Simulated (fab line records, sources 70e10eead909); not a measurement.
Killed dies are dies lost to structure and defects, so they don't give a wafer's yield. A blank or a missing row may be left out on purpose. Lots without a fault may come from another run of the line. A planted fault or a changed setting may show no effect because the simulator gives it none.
Tool commonality check | flow nand_harc | 10 lots, 30 wafers sampled

WHY IT WAS OPENED
At NHARC_A_CHANNEL_HOLE_D1_CD_MEAS_10 the reading cd_nm is flagged on 2 of 10 lots. Wafers without a fault read 100.1 nm, standard deviation 0.71.
Rule: a lot is flagged when every wafer of it that has a number lies more than 4 standard deviations from that mean, or none has a number. The other lots count as sound.

lot  | measured     | on        | cd_nm (nm), wafer by wafer | flag
L972 | day 8 03:29  | cd_sem-03 | 100.5 100.3 100.6          |
L974 | day 8 20:06  | cd_sem-03 | 100.1 100.5 100.1          |
L973 | day 8 20:24  | cd_sem-02 | 99.8 99.2 100.0            |
L975 | day 9 02:01  | cd_sem-01 | 99.8 99.9 100.3            |
L980 | day 10 05:58 | cd_sem-01 | 89.7 89.3 90.6             | FLAGGED
L983 | day 11 11:40 | cd_sem-02 | 94.1 94.6 94.0             | FLAGGED
L989 | day 12 07:37 | cd_sem-01 | 100.9 100.5 99.3           |
L991 | day 12 20:17 | cd_sem-01 | 100.2 100.2 99.5           |
L992 | day 13 05:47 | cd_sem-01 | 100.6 101.2 100.3          |
L993 | day 13 05:56 | cd_sem-02 | 99.4 98.9 99.6             |
The numbers of the flagged lots are 92.0 nm on average: -8.0 nm against the usual, or -11 standard deviations.

WHICH TOOL RAN EACH LOT
The record holds 1 process step before the reading, out of a route of 1159 steps. In each cell: the tool, then ch and the chambers that the sampled wafers went through, then the start.
lot  | flag    | NHARC_A_CHANNEL_HOLE_D1_EXPOSE_07
L972 |         | arfi_scanner-02 ch 0, day 8 03:21
L974 |         | arfi_scanner-01 ch 0, day 8 19:58
L973 |         | arfi_scanner-03 ch 0, day 8 20:16
L975 |         | arfi_scanner-02 ch 0, day 9 01:52
L980 | FLAGGED | arfi_scanner-01 ch 0, day 10 05:50
L983 | FLAGGED | arfi_scanner-01 ch 0, day 11 11:32
L989 |         | arfi_scanner-02 ch 0, day 12 07:29
L991 |         | arfi_scanner-02 ch 0, day 12 20:09
L992 |         | arfi_scanner-02 ch 0, day 13 05:38
L993 |         | arfi_scanner-03 ch 0, day 13 05:47
What these steps do:
- NHARC_A_CHANNEL_HOLE_D1_EXPOSE_07: exposes mask HOLE D1, target cd 100 nm.
- NHARC_A_CHANNEL_HOLE_D1_CD_MEAS_10: target cd 100 nm.

FLAGGED OVER TOTAL, TOOL BY TOOL (the gauges that took the reading come last)
step                               | tool            | lots run | flagged | share of the flagged lots | sound lots run after its first flagged lot
NHARC_A_CHANNEL_HOLE_D1_EXPOSE_07  | arfi_scanner-01 | 3        | 2       | all                       | 0
NHARC_A_CHANNEL_HOLE_D1_EXPOSE_07  | arfi_scanner-02 | 5        | 0       | none                      | -
NHARC_A_CHANNEL_HOLE_D1_EXPOSE_07  | arfi_scanner-03 | 2        | 0       | none                      | -
NHARC_A_CHANNEL_HOLE_D1_CD_MEAS_10 | cd_sem-01       | 5        | 1       | some                      | 3 (L989,L991,L992)
NHARC_A_CHANNEL_HOLE_D1_CD_MEAS_10 | cd_sem-02       | 3        | 1       | some                      | 1 (L993)
NHARC_A_CHANNEL_HOLE_D1_CD_MEAS_10 | cd_sem-03       | 2        | 0       | none                      | -

WHAT THE TABLE ALLOWS
1 row of the table ran every flagged lot: arfi_scanner-01 at NHARC_A_CHANNEL_HOLE_D1_EXPOSE_07.
- arfi_scanner-01 at NHARC_A_CHANNEL_HOLE_D1_EXPOSE_07: 2 of its 3 lots flagged. Its last sound lot is L974 (day 8 19:58), its first flagged lot L980 (day 10 05:50): a fault that began between those two fits. Its own readings lie more than 4 standard deviations out on every wafer of the flagged lots: exposure_dose_mJ_cm2.
One tool is left: arfi_scanner-01 at NHARC_A_CHANNEL_HOLE_D1_EXPOSE_07.

WHAT THE SIMULATOR HAD PUT IN
Process parameter drift: arfi_scanner-01, from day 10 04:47 on, at NHARC_A_CHANNEL_HOLE_D1_EXPOSE_07. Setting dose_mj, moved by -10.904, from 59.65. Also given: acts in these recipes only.
Lots struck among those shown: L980, L983. The rule above found the same.
